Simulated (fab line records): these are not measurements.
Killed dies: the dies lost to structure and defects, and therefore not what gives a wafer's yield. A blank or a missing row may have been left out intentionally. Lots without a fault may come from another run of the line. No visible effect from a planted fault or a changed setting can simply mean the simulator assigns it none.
Split-lot experiment ; flow n5 finfet ; on a route of 1938 steps: 7 lots, 21 wafers read

ON THE SPLIT
At N5_BEOL_M8_VIA_ETCH_34 (etches SiCOH lowk in C4F6/O2, target depth 125.5 nm, time 50.5 s), the setting bias w was moved away from the recipe's 185 W on 4 of the 21 wafers read, by -13.4% to +13.0%. The other wafers ran this setting at the recipe's value.

Reading taken at the split's own step.

THE READING
rf vpp V, in V, at N5_BEOL_M8_VIA_ETCH_34 (etches SiCOH lowk in C4F6/O2, target depth 125.5 nm, time 50.5 s). Typical for fault-free wafers on this fab line: 667 V, with standard deviation 8.2 V.

wafer;tool, chamber at the split;bias w as run, W;against the recipe;rf vpp V, V;against lot-mates on the recipe
L075.1;rie diel-05, 2;185;recipe;654;-
L075.2;rie diel-05, 1;185;recipe;673;-
L075.3;rie diel-05, 0;185;recipe;670;-
L077.1;rie diel-03, 2;185;recipe;678;-
L077.2;rie diel-03, 1;185;recipe;669;-
L077.5;rie diel-03, 1;185;recipe;668;-
L085.1;rie diel-04, 0;185;recipe;674;-
L085.3;rie diel-04, 2;185;recipe;653;-
L085.4;rie diel-04, 1;185;recipe;662;-
L088.2;rie diel-05, 3;185;recipe;677;-
L088.3;rie diel-05, 2;185;recipe;654;-
L088.6;rie diel-05, 1;209.1;+13.0%;739;+74
L091.2;rie diel-03, 2;185;recipe;678;-
L091.3;rie diel-03, 1;185;recipe;669;-
L091.6;rie diel-03, 2;185;recipe;678;-
L092.1;rie diel-05, 1;160.2;-13.4%;599;-72
L092.3;rie diel-05, 2;160.2;-13.4%;584;-87
L092.4;rie diel-05, 1;185;recipe;671;-
L097.2;rie diel-03, 1;185;recipe;669;-
L097.5;rie diel-03, 0;201.6;+9.0%;706;+38
L097.6;rie diel-03, 1;185;recipe;667;-

THE FIT
A straight line over all 21 wafers: rf vpp V changes by +5.44 V for each +1% of bias w; r = +0.96; the points scatter about the line by 8.5 V.
The same after taking each lot's own level away (the mean of its wafers on the recipe; 21 wafers): +5.62 V for each +1%; r = +0.97; scatter 7.6 V.
According to that fit, moving bias w by its largest amount changes the reading by 75 V.
The lots' own levels span 663.0 to 675.0 V, that is 1.5 times the standard deviation above.
The two slopes are in agreement: the lot-to-lot level therefore moves the slope only a little.
Check: for one of the wafers moved furthest among these (-13.4%), held out of the fit, the line's prediction against its lot-mates is -78.4 V. Against them it came out at -72 V.
Tool readings at the split's step, against how far the setting was moved: rf vpp V r = +0.96.

OTHER SPLITS APPLIED TO THESE WAFERS
Before the reading, these wafers also passed through other splits. Each is held against what the fit with the lots' levels taken away leaves over:
other split on the same wafers;wafers away from the commonest value;r with rf vpp V (lot level and that fit taken away)
N5_BEOL_M7_ILD_DEP_00 time s;5;-0.05
N5_BEOL_M8_ILD_DEP_00 time s;9;-0.11
N5_BEOL_M8_COAT_05 spin rpm;10;+0.02
N5_BEOL_M8_ETCH_66 bias w;7;+0.07

THE WHOLE CHAIN: every reading that the file lists as answering this split, in the file's order
step;what it does;reading;change (the file's fit);r (the file's)
N5_BEOL_M8_VIA_ETCH_34;etches SiCOH lowk in C4F6/O2, target depth 125.5 nm, time 50.5 s;rf vpp V;+5.5 V for each +1% of the setting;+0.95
N5_BEOL_M8_VIA_ETCH_34;etches SiCOH lowk in C4F6/O2, target depth 125.5 nm, time 50.5 s;etch.depth nm (the simulator's own value, which no gauge read);+0.464 nm for each +1% of the setting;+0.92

THE FILE'S OWN FIT
rf vpp V changes by +5.5 V for each +1% of bias w, r = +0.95.
